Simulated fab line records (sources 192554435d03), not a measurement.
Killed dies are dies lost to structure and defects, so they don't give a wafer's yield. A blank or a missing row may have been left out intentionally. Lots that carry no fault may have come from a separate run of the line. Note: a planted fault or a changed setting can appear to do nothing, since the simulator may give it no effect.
fab line records	flow n5-finfet
record: lots: 7	wafers: 21
route steps=1938 shown GATE_CUT@490 MOL_CONTACT_COAG@535 BEOL_M0_SAQP@658
start-h: the number of hours between the record's first day and the start of the first shown wafer of the lot	wait-h: hours since the lot's step before	" repeats the value in the row above	L1.1+2: a single row standing in for several wafers	- no value, or no start was given	* or withheld: withheld	< > ~ a bound
route shown NAME@n: a module of which the file shows steps, and the number in the route of the first	usual: mean/standard deviation of fault-free wafers	same: alike in all rows	chamber/n: place in a boat	sites: each site's reading	_std_site: the standard deviation of these	_edge_site: inner sites' mean taken away from outer sites' mean	radius-mm: for every site, how far away it sits from the centre of the wafer	mask NAME#n: copy n	behind: the tool/chamber that last shaped the wafer	hold: why the lot went on hold/how many hours it stayed there/how the hold came to an end	device: which transistor (n, p or np) failed to switch	end of line: tests of these same wafers at the route's end	a step with no rows: only its recipe	killed: at the first sort, the dies lost to defects and structure; wafer yield is something else	map: the dies of a wafer, with x for killed, . for not killed, _ for no die there
set.NAME: the setting the step ran with; set.NAME@STEP: the setting that earlier step ran with	model.NAME: the simulator's own value behind a step, which no gauge read
lots run with intentionally changed settings; tables by step, rows by wafer
== steps ==
step: N5_GATE_CUT_DESCUM_18
recipe: chemistry: O2	time-s: 7	source-power-w: 50	bias-power-w: 20	pressure-mtorr: 20	rf-frequency-hz: 2.712e+07	temp-c: 40	resist: CAR-EUV	o2-flow-sccm: 225
lot.wafer	tool	chamber	start-h	wait-h	set.time-s	model.CAR-EUV_of_GATE_CUT_COAT_07.thk-nm
L078.2+3+5	rie-diel-03	0,1,0	107.24	0.0	7	26
L081.1+4	rie-diel-06	0,2	125.84	0.0	7	26.2
L081.2	"	3	"	"	5.777	26.8
L084.1+3	rie-diel-06	0,1	145.05	0.2	5.839	26.4
L084.6	"	0	"	"	7	26
L087.1+4	rie-diel-06	2,1	163.28	0.1	7	26
L087.3	"	0	"	"	7	25.8
L089.1+2+3	rie-diel-03	2,3,0	174.02	0.0	7	26
L090.1+3+5	rie-diel-01	0,1,1	180.93	0.2	5.946	26.6
L094.3	rie-diel-01	2	203.31	0.1	5.717	26.8
L094.5	"	3	"	"	7	26
L094.6	"	0	"	"	5.717	26.6
step: N5_GATE_CUT_ETCH_28
recipe: chemistry: N2/H2	target: underlayer	target-depth-a: 130	mask-material: CAR-EUV	time-s: 10.4	ion-energy-ev: 200	pressure-mtorr: 30	source-w: 840	bias-w: 150	n2-flow-sccm: 200	h2-flow-sccm: 200	ends: cleared
step: N5_GATE_CUT_ETCH_36
recipe: chemistry: CF4	target: SiARC	target-depth-a: 130	mask-material: CAR-EUV	time-s: 21.7	ion-energy-ev: 80	pressure-mtorr: 40	source-w: 545	bias-w: 36	Ar_flow_sccm: 100	cf4-flow-sccm: 100	ends: cleared
lot.wafer	tool	chamber	start-h	wait-h	set.time-s@GATE_CUT_DESCUM_18	model.CAR-EUV_of_GATE_CUT_COAT_07.thk-nm
L078.2+3+5	rie-diel-03	0,1,0	107.29	0.0	7	7
L081.1+4	rie-diel-06	0,2	125.89	0.0	7	7
L081.2	"	3	"	"	5.777	7.6
L084.1	rie-diel-06	0	145.11	0.0	5.839	7.4
L084.3	"	1	"	"	5.839	7.2
L084.6	"	0	"	"	7	6.8
L087.1+3+4	rie-diel-06	2,0,1	163.33	0.0	7	6.8
L089.1+2	rie-diel-03	2,3	174.08	0.0	7	6.8
L089.3	"	0	"	"	7	7
L090.1	rie-diel-01	0	180.98	0.0	5.946	7.4
L090.3+5	"	1	"	"	5.946	7.6
L094.3+6	rie-diel-01	2,0	203.37	0.0	5.717	7.6
L094.5	"	3	"	"	7	6.8
step: N5_GATE_CUT_ETCH_37
recipe: chemistry: N2/H2	target: SOC	target-depth-a: 600	overetch-a: 120	mask-material: SiARC	temp-c: 40	time-s: 90	ion-energy-ev: 200	pressure-mtorr: 30	source-w: 840	bias-w: 150	n2-flow-sccm: 200	h2-flow-sccm: 200
lot.wafer	tool	chamber	start-h	wait-h	set.spin-rpm@GATE_CUT_COAT_34	model.etch.depth-nm
L078.2	rie-diel-03	0	107.32	0.0	1500	60.02
L078.3	"	1	"	"	1440	61.28
L078.5	"	0	"	"	1440	61.25
L081.1	rie-diel-06	0	125.92	0.0	1500	60.22
L081.2	"	3	"	"	1500	60.18
L081.4	"	2	"	"	1337	63.76
L084.1	rie-diel-06	0	145.13	0.0	1500	60.22
L084.3	"	1	"	"	1394	62.42
L084.6	"	0	"	"	1500	60.16
L087.1	rie-diel-06	2	163.36	0.0	1500	60.21
L087.3	"	0	"	"	1500	60.39
L087.4	"	1	"	"	1500	60.37
L089.1	rie-diel-03	2	174.10	0.0	1500	60.11
L089.2	"	3	"	"	1347	63.34
L089.3	"	0	"	"	1500	60.37
L090.1	rie-diel-01	0	181.01	0.0	1500	60.27
L090.3	"	1	"	"	1441	61.36
L090.5	"	1	"	"	1500	60.1
L094.3	rie-diel-01	2	203.39	0.0	1500	60.13
L094.5	"	3	"	"	1500	60.06
L094.6	"	0	"	"	1500	59.99
step: N5_GATE_CUT_STRIP_38
recipe: chemistry: N2/H2	temp-c: 40	n2-flow-sccm: 200	h2-flow-sccm: 200	rf-frequency-hz: 6e+07
step: N5_GATE_CUT_STRIP_39
recipe: chemistry: N2/H2	temp-c: 40	n2-flow-sccm: 200	h2-flow-sccm: 200	rf-frequency-hz: 6e+07
step: N5_GATE_CUT_HM_OPEN_40
recipe: chemistry: C4F6/O2	target: SiO2	mask-material: SiARC	target-depth-a: 1390	time-s: 85.1	ion-energy-ev: 250	pressure-mtorr: 30	source-w: 345	bias-w: 185	Ar_flow_sccm: 300	C4F6_flow_sccm: 10	O2_flow_sccm: 10	ends: cleared
lot.wafer	tool	chamber	start-h	wait-h	set.spin-rpm@GATE_CUT_COAT_34	model.SOC_of_GATE_CUT_COAT_34.thk-nm
L078.2	rie-diel-03	0	107.40	0.0	1500	33
L078.3+5	"	1,0	"	"	1440	33.8
L081.1	rie-diel-06	0	126.00	0.0	1500	33
L081.2	"	3	"	"	1500	32.8
L081.4	"	2	"	"	1337	36
L084.1	rie-diel-06	0	145.22	0.0	1500	33.4
L084.3	"	1	"	"	1394	35.2
L084.6	"	0	"	"	1500	32.6
L087.1+4	rie-diel-06	2,1	163.44	0.0	1500	33
L087.3	"	0	"	"	1500	33.4
L089.1	rie-diel-03	2	174.19	0.0	1500	33.4
L089.2	"	3	"	"	1347	37
L089.3	"	0	"	"	1500	33.6
L090.1	rie-diel-01	0	181.09	0.0	1500	32.8
L090.3	"	1	"	"	1441	34.2
L090.5	"	1	"	"	1500	32
L094.3	rie-diel-01	2	203.48	0.0	1500	33
L094.5	"	3	"	"	1500	32.4
L094.6	"	0	"	"	1500	33.2
step: N5_MOL_CONTACT_COAG_CONTACT_ETCH_14
recipe: chemistry: C4F6/O2	target: SiO2	target-depth-a: 275	overetch-a: 85	mask-material: SOC	pressure-mtorr: 30	source-w: 370	bias-w: 185	Ar_flow_sccm: 300	C4F6_flow_sccm: 16	O2_flow_sccm: 10	time-s: 20	ion-energy-ev: 259.6
usual: rf-vpp-V: 693/3.7
lot.wafer	tool	chamber	start-h	wait-h	set.source-w	rf-vpp-V
L078.2	rie-diel-04	0	111.39	0.0	370	688
L078.3	"	1	"	"	398.2	676
L078.5	"	2	"	"	398.2	676
L081.1	rie-diel-02	3	129.94	0.0	370	690
L081.2	"	0	"	"	393.2	676
L081.4	"	2	"	"	370	697
L084.1	rie-diel-05	2	149.04	0.0	370	696
L084.3	"	1	"	"	370	689
L084.6	"	2	"	"	370	695
L087.1	rie-diel-04	1	167.95	0.0	370	690
L087.3	"	3	"	"	370	696
L087.4	"	3	"	"	370	696
L089.1	rie-diel-04	3	178.22	0.0	370	695
L089.2	"	0	"	"	370	698
L089.3	"	2	"	"	370	692
L090.1	rie-diel-02	0	185.33	0.0	370	687
L090.3	"	1	"	"	403.1	674
L090.5	"	3	"	"	370	689
L094.3	rie-diel-04	2	207.29	0.0	370	693
L094.5	"	1	"	"	370	691
L094.6	"	2	"	"	370	691
step: N5_MOL_CONTACT_COAG_DESCUM_45
recipe: chemistry: O2	time-s: 7	source-power-w: 50	bias-power-w: 20	pressure-mtorr: 20	rf-frequency-hz: 2.712e+07	temp-c: 40	resist: CAR-EUV	o2-flow-sccm: 225
lot.wafer	tool	chamber	start-h	wait-h	set.time-s	model.CAR-EUV_of_MOL_CONTACT_COAG_COAT_34.thk-nm
L078.2+3	rie-diel-02	2,1	123.06	0.0	7	36
L078.5	"	3	"	"	6.605	36.2
L081.1+2	rie-diel-05	2,1	141.21	0.0	7	36
L081.4	"	0	"	"	7	36.2
L084.1+6	rie-diel-04	2,1	160.98	0.2	7	36
L084.3	"	3	"	"	6.132	36.6
L087.1+3+4	rie-diel-05	3,2,0	181.01	0.3	7	36.2
L089.1+2	rie-diel-02	2,3	189.61	0.0	6.44	36.4
L089.3	"	1	"	"	7	36.2
L090.1+5	rie-diel-05	0	196.44	0.0	7	36.2
L090.3	"	3	"	"	6.366	36.4
L094.3	rie-diel-04	2	217.48	0.0	7	36
L094.5	"	2	"	"	5.892	36.4
L094.6	"	1	"	"	5.892	36.6
step: N5_MOL_CONTACT_COAG_ETCH_65
recipe: chemistry: N2/H2	target: underlayer	target-depth-a: 130	mask-material: CAR-EUV	time-s: 10.4	ion-energy-ev: 200	pressure-mtorr: 30	source-w: 840	bias-w: 150	n2-flow-sccm: 200	h2-flow-sccm: 200	ends: cleared
step: N5_MOL_CONTACT_COAG_ETCH_66
recipe: chemistry: CF4	target: SiARC	target-depth-a: 130	mask-material: CAR-EUV	time-s: 21.7	ion-energy-ev: 80	pressure-mtorr: 40	source-w: 545	bias-w: 36	Ar_flow_sccm: 100	cf4-flow-sccm: 100	ends: cleared
step: N5_MOL_CONTACT_COAG_ALD_133
recipe: material: SiO2	target-thk-a: 50	temp-c: 100	ald-precursor-family: BDEAS	ald-co-reactant: O2-plasma	pulse-time-s: 1	co-reactant-pulse-time-s: 1	purge-time-s: 2	co-reactant-purge-time-s: 2	ald-cycles: 35	pressure-torr: 2
step: N5_MOL_CONTACT_COAG_ETCHBACK_134
recipe: chemistry: CHF3	target: SiO2	target-depth-a: 100	time-s: 6.7	ion-energy-ev: 200	pressure-mtorr: 30	source-w: 610	bias-w: 170	Ar_flow_sccm: 200	CHF3_flow_sccm: 50
lot.wafer	tool	chamber	start-h	wait-h	set.time-s@MOL_CONTACT_COAG_DESCUM_45	model.CAR-EUV_of_MOL_CONTACT_COAG_COAT_34.thk-nm
L078.2+3	rie-diel-05	2,1	123.50	0.1	7	15.6
L078.5	"	3	"	"	6.605	15.6
L081.1+4	rie-diel-02	1,0	141.61	0.2	7	15.6
L081.2	"	2	"	"	7	15.4
L084.1+6	rie-diel-02	0	161.35	0.2	7	15.4
L084.3	"	2	"	"	6.132	16
L087.1+3	rie-diel-02	3,0	181.33	0.1	7	15.6
L087.4	"	1	"	"	7	15.8
L089.1+2	rie-diel-04	3,2	189.92	0.1	6.44	16
L089.3	"	1	"	"	7	15.6
L090.1+5	rie-diel-04	1,2	196.75	0.1	7	15.6
L090.3	"	2	"	"	6.366	15.8
L094.3	rie-diel-05	0	217.80	0.1	7	15.4
L094.5	"	0	"	"	5.892	15.8
L094.6	"	1	"	"	5.892	16.2
step: N5_MOL_CONTACT_COAG_ETCHBACK_136
recipe: chemistry: CHF3	target: SiO2	target-depth-a: 250	time-s: 16.7	ion-energy-ev: 200	pressure-mtorr: 30	source-w: 610	bias-w: 170	Ar_flow_sccm: 200	CHF3_flow_sccm: 50
lot.wafer	tool	chamber	start-h	wait-h	set.target-depth-a
L078.2+3+5	rie-diel-05	2,1,3	123.63	0.0	274.2
L081.1+2+4	rie-diel-02	1,2,0	141.73	0.0	250
L084.1	rie-diel-02	0	161.48	0.0	250
L084.3+6	"	2,0	"	"	234.8
L087.1+3+4	rie-diel-02	3,0,1	181.45	0.0	250
L089.1+2+3	rie-diel-04	3,2,1	190.04	0.0	250
L090.1+3	rie-diel-04	1,2	196.87	0.0	250
L090.5	"	2	"	"	262.3
L094.3+5+6	rie-diel-05	0,0,1	217.92	0.0	250
step: N5_MOL_CONTACT_COAG_STRIP_120
recipe: chemistry: CHF3	resist: SiARC	rf-frequency-hz: 6e+07
step: N5_MOL_CONTACT_COAG_VIA_ETCH_117
recipe: chemistry: C4F6/O2	target-depth-a: 400	overetch-a: 80	mask-material: SOC	target: SiO2	bias-w: 455	pressure-mtorr: 10	time-s: 26	source-w: 325	Ar_flow_sccm: 300	C4F6_flow_sccm: 10	O2_flow_sccm: 10	ion-energy-ev: 575.3	ends: end-point
lot.wafer	tool	chamber	start-h	wait-h	set.target-depth-a@MOL_CONTACT_COAG_ETCHBACK_136	model.etch.depth-nm	model.MOL_CONTACT_COAG.feature-depth-nm
L078.2	rie-diel-05	2	123.66	0.0	274.2	37.75	37.8
L078.3	"	1	"	"	274.2	38.26	38.2
L078.5	"	3	"	"	274.2	38.2	38.2
L081.1	rie-diel-02	1	141.76	0.0	250	40.15	40.2
L081.2	"	2	"	"	250	39.91	40
L081.4	"	0	"	"	250	40.06	40
L084.1	rie-diel-02	0	161.51	0.0	250	40.61	40.6
L084.3	"	2	"	"	234.8	41.74	41.8
L084.6	"	0	"	"	234.8	41.72	41.8
L087.1	rie-diel-02	3	181.49	0.0	250	40.61	40.6
L087.3	"	0	"	"	250	40.36	40.4
L087.4	"	1	"	"	250	40.5	40.4
L089.1	rie-diel-04	3	190.08	0.0	250	40.36	40.4
L089.2	"	2	"	"	250	40.27	40.2
L089.3	"	1	"	"	250	39.73	39.8
L090.1	rie-diel-04	1	196.91	0.0	250	39.91	40
L090.3	"	2	"	"	250	40.08	40
L090.5	"	2	"	"	262.3	39.17	39.2
L094.3	rie-diel-05	0	217.96	0.0	250	40.13	40.2
L094.5	"	0	"	"	250	40.01	40
L094.6	"	1	"	"	250	39.99	40
step: N5_BEOL_M0_SAQP_MANDREL_ETCH_20
recipe: target-depth-a: 600	chemistry: HBr/Cl2	target: a-Si	stop-on: SiNx	bt-time-s: 10	mask-material: SOC	over-etch-frac: 0.5	time-s: 30	pressure-mtorr: 10	icp-w: 800	bias-w: 75	HBr_flow_sccm: 150	Cl2_flow_sccm: 80	ends: end-point
lot.wafer	tool	chamber	start-h	wait-h	set.icp-w	model.SOC_of_BEOL_M0_SAQP_COAT_81.thk-nm
L078.2	rie-si-06	2	129.71	0.0	800	76
L078.3	"	1	"	"	800	76.2
L078.5	"	3	"	"	871.6	75.4
L081.1	rie-si-02	0	148.48	0.0	800	75
L081.2+4	"	1,2	"	"	800	75.4
L084.1+6	rie-si-04	2	171.11	0.0	800	75.6
L084.3	"	0	"	"	800	76
L087.1	rie-si-04	2	188.41	0.0	800	75.4
L087.3	"	0	"	"	800	75.6
L087.4	"	3	"	"	800	76
L089.1+3	rie-si-04	3,0	197.57	0.0	667.2	78
L089.2	"	2	"	"	800	76.2
L090.1	rie-si-02	1	204.45	0.0	800	75.2
L090.3	"	3	"	"	800	75.6
L090.5	"	2	"	"	800	75
L094.3	rie-si-04	0	223.78	0.0	859.7	74.8
L094.5	"	2	"	"	800	75.4
L094.6	"	1	"	"	859.7	75.2
step: N5_BEOL_M0_SAQP_SPACER1_ALD_98
recipe: material: SiO2	target-thk-a: 128	temp-c: 300	ald-precursor-family: BDEAS	ald-co-reactant: O2-plasma	pulse-time-s: 1	purge-time-s: 2	co-reactant-purge-time-s: 2	ald-cycles: 138	pressure-torr: 2
lot.wafer	tool	chamber	start-h	wait-h	set.temp-c	model.SiO2_of_BEOL_M0_SAQP_SPACER1_ALD_98.thk-nm
L078.2+5	ald-sin-01	0,1	130.35	0.3	300	12.8
L078.3	"	1	"	"	293.8	13.2
L081.1+2	ald-sin-01	3,0	149.27	0.3	295.5	13
L081.4	"	2	"	"	300	12.8
L084.1+6	ald-sin-02	2	171.83	0.3	300	12.8
L084.3	"	1	"	"	287.7	13.4
L087.1+3+4	ald-sin-01	1,2,0	189.02	0.3	300	12.8
L089.1	ald-sin-01	2	198.56	0.6	300	12.8
L089.2+3	"	1,0	"	"	287.4	13.4
L090.1+3+5	ald-sin-01	3,1,2	205.06	0.3	300	12.8
L094.3+5+6	ald-sin-03	3,0,1	224.40	0.1	300	12.8
step: N5_BEOL_M0_SAQP_SPACER1_ETCHBACK_99
recipe: chemistry: CHF3/O2	mode: anisotropic-etchback	target: SiO2	target-depth-a: 154	time-s: 7.7	pressure-mtorr: 30	source-w: 650	bias-w: 170	Ar_flow_sccm: 200	CHF3_flow_sccm: 50	O2_flow_sccm: 5	ion-energy-ev: 200
step: N5_BEOL_M0_SAQP_MANDREL1_REMOVE_100
recipe: chemistry: HBr/Cl2/O2	bt-time-s: 10	target: a-Si	stop-on: SiNx	endpoint: OES-SiCl	over-etch-frac: 0.85	icp-w: 600	bias-w: 30	HBr_flow_sccm: 150	Cl2_flow_sccm: 80	O2_flow_sccm: 5	pressure-mtorr: 10
lot.wafer	tool	chamber	start-h	wait-h	set.temp-c@BEOL_M0_SAQP_SPACER1_ALD_98	model.BEOL_M0_SAQP.cd-nm
L078.2	rie-si-04	1	130.96	0.1	300	12.8
L078.3	"	0	"	"	293.8	13
L078.5	"	2	"	"	300	12.6
L081.1+2	rie-si-04	0,1	149.83	0.1	295.5	13
L081.4	"	2	"	"	300	12.8
L084.1+6	rie-si-06	1,3	172.39	0.1	300	12.8
L084.3	"	2	"	"	287.7	13.4
L087.1+3	rie-si-02	1,0	189.58	0.1	300	13
L087.4	"	2	"	"	300	12.8
L089.1	rie-si-04	1	199.16	0.1	300	12.8
L089.2+3	"	0,3	"	"	287.4	13.4
L090.1+3+5	rie-si-04	0,3,0	205.62	0.1	300	12.8
L094.3+6	rie-si-06	3,2	225.22	0.1	300	12.8
L094.5	"	1	"	"	300	13
step: N5_BEOL_M0_SAQP_EXPOSE_37
recipe: mask-id: M0_CUT1	na: 0.33	source-shape: annular	sigma-inner: 0.35	sigma-outer: 0.8	polarization: unpolarized	target-cd-nm: 30	dose-mj: 44.75
lot.wafer	tool	chamber	start-h	wait-h	mask	set.dose-mj
L078.2+3+5	euv-scanner-01	0	134.12	-	M0_CUT1#0	44.75
L081.1+4	euv-scanner-01	0	152.00	-	M0_CUT1#0	43.41
L081.2	"	0	"	"	M0_CUT1#0	44.75
L084.1	euv-scanner-01	0	174.77	-	M0_CUT1#0	43.13
L084.3+6	"	0	"	"	M0_CUT1#0	44.75
L087.1+3+4	euv-scanner-02	0	191.92	-	M0_CUT1#0	44.75
L089.1	euv-scanner-02	0	201.44	-	M0_CUT1#0	44.75
L089.2+3	"	0	"	"	M0_CUT1#0	41.44
L090.1+3+5	euv-scanner-01	0	207.79	-	M0_CUT1#0	44.75
L094.3+5	euv-scanner-01	0	227.43	-	M0_CUT1#0	41.52
L094.6	"	0	"	"	M0_CUT1#0	44.75
step: N5_BEOL_M0_SAQP_PEB_38
recipe: peb-temp-c: 100	peb-time-s: 60	resist: CAR-EUV
step: N5_BEOL_M0_SAQP_DEVELOP_39
recipe: develop-time-s: 30	developer: TMAH	resist: CAR-EUV	rinse-liquid: surfactant-rinse	dry: air-spin	dev-temp-c: 23
step: N5_BEOL_M0_SAQP_CD_MEAS_40
recipe: target-cd-nm: 30	landing-energy-ev: 500	detector: se-inlens
usual: cd-nm: 29.94/0.22
lot.wafer	tool	chamber	start-h	wait-h	set.dose-mj@BEOL_M0_SAQP_EXPOSE_37	cd-nm
L078.2	cd-sem-01	0	134.25	-	44.75	30.00
L078.3	"	0	"	"	44.75	30.14
L078.5	"	0	"	"	44.75	30.08
L081.1	cd-sem-03	0	152.14	-	43.41	29.13
L081.2	"	0	"	"	44.75	30.06
L081.4	"	0	"	"	43.41	29.19
L084.1	cd-sem-03	0	174.90	-	43.13	29.35
L084.3	"	0	"	"	44.75	29.77
L084.6	"	0	"	"	44.75	29.84
L087.1	cd-sem-01	0	192.05	-	44.75	29.74
L087.3	"	0	"	"	44.75	30.28
L087.4	"	0	"	"	44.75	29.85
L089.1	cd-sem-03	0	201.58	-	44.75	29.77
L089.2	"	0	"	"	41.44	28.29
L089.3	"	0	"	"	41.44	28.33
L090.1	cd-sem-01	0	207.92	-	44.75	29.78
L090.3	"	0	"	"	44.75	29.85
L090.5	"	0	"	"	44.75	29.73
L094.3	cd-sem-01	0	227.55	-	41.52	28.50
L094.5	"	0	"	"	41.52	28.39
L094.6	"	0	"	"	44.75	30.20
== key ==
split: step: N5_GATE_CUT_DESCUM_18	setting: time-s	stated: 7	by: wafer
response: step: N5_GATE_CUT_DESCUM_18	reading: model.CAR-EUV_of_GATE_CUT_COAT_07.thk-nm	change: -0.0327	per: 1%	r: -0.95
response: step: N5_GATE_CUT_ETCH_36	reading: model.CAR-EUV_of_GATE_CUT_COAT_07.thk-nm	change: -0.0365	per: 1%	r: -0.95
split: step: N5_MOL_CONTACT_COAG_CONTACT_ETCH_14	setting: source-w	stated: 370	by: wafer
response: step: N5_MOL_CONTACT_COAG_CONTACT_ETCH_14	reading: rf-vpp-V	change: -1.88	per: 1%	r: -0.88
split: step: N5_MOL_CONTACT_COAG_DESCUM_45	setting: time-s	stated: 7	by: wafer
response: step: N5_MOL_CONTACT_COAG_DESCUM_45	reading: model.CAR-EUV_of_MOL_CONTACT_COAG_COAT_34.thk-nm	change: -0.0342	per: 1%	r: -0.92
response: step: N5_MOL_CONTACT_COAG_ETCHBACK_134	reading: model.CAR-EUV_of_MOL_CONTACT_COAG_COAT_34.thk-nm	change: -0.0377	per: 1%	r: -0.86
split: step: N5_MOL_CONTACT_COAG_ETCHBACK_136	setting: target-depth-a	stated: 250	by: wafer
response: step: N5_MOL_CONTACT_COAG_VIA_ETCH_117	reading: model.etch.depth-nm	change: -0.177	per: 1%	r: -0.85
response: step: N5_MOL_CONTACT_COAG_VIA_ETCH_117	reading: model.MOL_CONTACT_COAG.feature-depth-nm	change: -0.184	per: 1%	r: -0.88
split: step: N5_BEOL_M0_SAQP_MANDREL_ETCH_20	setting: icp-w	stated: 800	by: wafer
response: step: N5_BEOL_M0_SAQP_MANDREL_ETCH_20	reading: model.SOC_of_BEOL_M0_SAQP_COAT_81.thk-nm	change: -0.0951	per: 1%	r: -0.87
split: step: N5_BEOL_M0_SAQP_SPACER1_ALD_98	setting: temp-c	stated: 300	by: wafer
response: step: N5_BEOL_M0_SAQP_SPACER1_ALD_98	reading: model.SiO2_of_BEOL_M0_SAQP_SPACER1_ALD_98.thk-nm	change: -0.149	per: 1%	r: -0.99
response: step: N5_BEOL_M0_SAQP_MANDREL1_REMOVE_100	reading: model.BEOL_M0_SAQP.cd-nm	change: -0.144	per: 1%	r: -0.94
split: step: N5_BEOL_M0_SAQP_EXPOSE_37	setting: dose-mj	stated: 44.75	by: wafer
response: step: N5_BEOL_M0_SAQP_CD_MEAS_40	reading: cd-nm	change: +0.216	per: 1%	r: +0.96
split outside-this-file step=N5_GATE_CUT_COAT_34 setting=spin-rpm
split outside-this-file: this setting was split too, and the file shows its column; the key of that split is in another file
